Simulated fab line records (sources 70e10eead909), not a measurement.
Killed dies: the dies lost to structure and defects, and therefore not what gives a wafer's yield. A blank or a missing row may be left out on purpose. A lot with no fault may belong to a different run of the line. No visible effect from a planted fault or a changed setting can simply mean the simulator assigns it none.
Matching of chambers | flow nand-harc | NHARC_A_STAIRCASE_STRIP_476 on rie-diel-11: 4 sister chambers
The step strips in O2, time 20 s. 4 wafers are shown with their chamber, then 8 later ones without.

WAFERS PAIRED WITH THEIR CHAMBERS
wafer  | chamber | showerhead-plenum-p-Torr (Torr)
L078.6 | 3       | 3.75
L081.1 | 0       | 3.80
L082.6 | 1       | 3.40
L085.2 | 2       | 3.71

WAFERS WITHOUT THEIR CHAMBER
wafer  | showerhead-plenum-p-Torr (Torr)
L085.3 | 3.39
L085.5 | 3.71
L088.3 | 3.70
L088.4 | 3.73
L088.6 | 3.39
L089.2 | 3.72
L089.3 | 3.38
L089.6 | 3.79

EACH ONE'S CHAMBER
wafer  | from the rows above     | in truth
L085.3 | 1                       | 1
L085.5 | 2                       | 2
L088.3 | 2                       | 2
L088.4 | can't be placed: 2 or 3 | 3
L088.6 | 1                       | 1
L089.2 | can't be placed: 2 or 3 | 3
L089.3 | 1                       | 1
L089.6 | 0                       | 0
Correct placement for 6 of the 8. Unplaceable from these rows: 2, with the true chamber sitting among the candidates in 2. Placed wrongly: 0.
How it was worked out, from the rows above alone: a wafer's distance from a chamber is the root of the sum, over the readings, of the square of ((its reading less the chamber's mean) divided by the reading's scatter). The wafer belongs to the nearest chamber; if the next one is less than 2 further off, it can't be placed. The mean given for a chamber averages the wafers shown for that chamber. The scatter: with one shown wafer a chamber, the root of the mean of the squares of how far each hidden wafer lies from its nearest shown one.
